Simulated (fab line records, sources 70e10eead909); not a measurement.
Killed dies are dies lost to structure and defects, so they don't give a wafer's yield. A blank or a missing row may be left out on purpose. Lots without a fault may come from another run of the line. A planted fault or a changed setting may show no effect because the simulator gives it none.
A struck lot beside a sound one | flow nand_harc | 14 steps out of a route of 1159
Sound: wafers L380.1, L380.2, L380.4. Struck: wafers L371.3, L371.4, L371.5. The cause comes at the end.
At each step with rows: each side's tool, then ch and its chambers, then its first start. Under that, the readings that differ: sound wafers | struck wafers | difference of the means | sigmas: that difference in standard deviations of wafers without a fault.
alike: readings whose means differ by less than 2 such deviations, and words and numbers that are the same on both sides. not compared: withheld readings, readings that some wafer has no value for, bounds like >300 that may hide the same value, and numbers for which the record gives no deviation and whose values overlap.
The two part at a step that has a row with sigmas, a row that says differs or no value, or rows on one side only. Numbers that don't overlap but have no deviation are shown without sigmas and don't part them. A reading that every wafer of one side lacks parts them only if that side has two wafers or more.

NHARC_P_GATE_INSPECT_28:
  sound on defect_inspect-02, day 8 19:56; struck on defect_inspect-01, day 6 13:45
  alike: raw_defect_count
NHARC_P_GATE_DESCUM_31: chemistry O2, time 3 s.
  sound on rie_diel-07 ch 0,2,3, day 8 19:59; struck on rie_diel-03 ch 1,2,3, day 6 13:49
  alike: drypump_motor_current_A, oes_product_au, rf_vpp_V, showerhead_plenum_p_Torr, throttle_valve_pct
  not compared: rf_hours_counter_h
then, 3 steps without rows for these wafers: NHARC_P_GATE_ETCH_104 (etches the open film in CF4/CHF3, target depth 60 nm); NHARC_P_GATE_HM_OPEN_105 (chemistry O2/COS, target depth 360 nm); NHARC_P_GATE_STRIP_106 (strips in O2/COS).
NHARC_P_GATE_ETCH_114: etches the open film in CF4/O2, target depth 30 nm, overetch 3 nm, time 16.5 s.
  sound on rie_diel-07 ch 0,1,3; struck on rie_diel-03 ch 2,3
  reading                     | sound          | struck         | difference | sigmas
  drypump_motor_current_A (A) | 5.86 5.72 5.65 | 6.16 6.32 6.32 | +0.52      | +2
  alike: oes_product_au, rf_vpp_V, showerhead_plenum_p_Torr, throttle_valve_pct
  not compared: rf_hours_counter_h
NHARC_P_GATE_ETCH_32: etches the open film in HBr/Cl2, target depth 150 nm, time 100.1 s.
  sound on rie_si-05 ch 0,1,2, day 8 20:38; struck on rie_si-05 ch 0,1,3, day 6 14:18
  alike: drypump_motor_current_A, mfc_cl2_sccm, oes_product_au, throttle_valve_pct
  not compared: rf_hours_counter_h
NHARC_P_GATE_STRIP_108: strips in O2.
  sound on rie_diel-03 ch 1,2,3, day 8 20:47; struck on rie_diel-03 ch 2,3, day 6 14:26
  alike: drypump_motor_current_A, oes_product_au, rf_vpp_V, showerhead_plenum_p_Torr, throttle_valve_pct
  not compared: rf_hours_counter_h
NHARC_P_GATE_CD_MEAS_33:
  sound on cd_sem-03, day 8 20:58; struck on cd_sem-02, day 6 14:37
  alike: cd_nm
then, 3 steps without rows for these wafers: NHARC_P_GATE_STRIP_35 (strips in SPM, time 600 s); NHARC_P_GATE_PRECLEAN_73 (cleans in SC1); NHARC_P_GATE_SRD_74.
NHARC_P_GATE_ALD_36: deposits SiNx, target thk 20 nm, pulse time 60 s, ald cycles 223.
  sound on ald_sin-02 ch 1,2,3, day 8 21:26; struck on ald_sin-02 ch 0,1, day 6 15:04
  no value came back on the struck wafers for any of 5 readings (ald_cycles, heater_power_outer_w (W) and others); on the sound wafers ald_cycles reads 223 223 223
NHARC_P_GATE_ETCHBACK_37: etches the open film in CHF3/O2, target depth 34.5 nm, time 17.2 s.
  sound on rie_diel-07 ch 1,2,3; struck on rie_diel-07 ch 0,1
  alike: drypump_motor_current_A, oes_product_au, rf_vpp_V, showerhead_plenum_p_Torr, throttle_valve_pct
  not compared: rf_hours_counter_h

WHERE THEY PART
First at NHARC_P_GATE_ETCH_114; last, within this record, at NHARC_P_GATE_ALD_36. Later steps at which nothing parts them and some readings are alike: NHARC_P_GATE_ETCHBACK_37.

WHY: what the simulator had put in
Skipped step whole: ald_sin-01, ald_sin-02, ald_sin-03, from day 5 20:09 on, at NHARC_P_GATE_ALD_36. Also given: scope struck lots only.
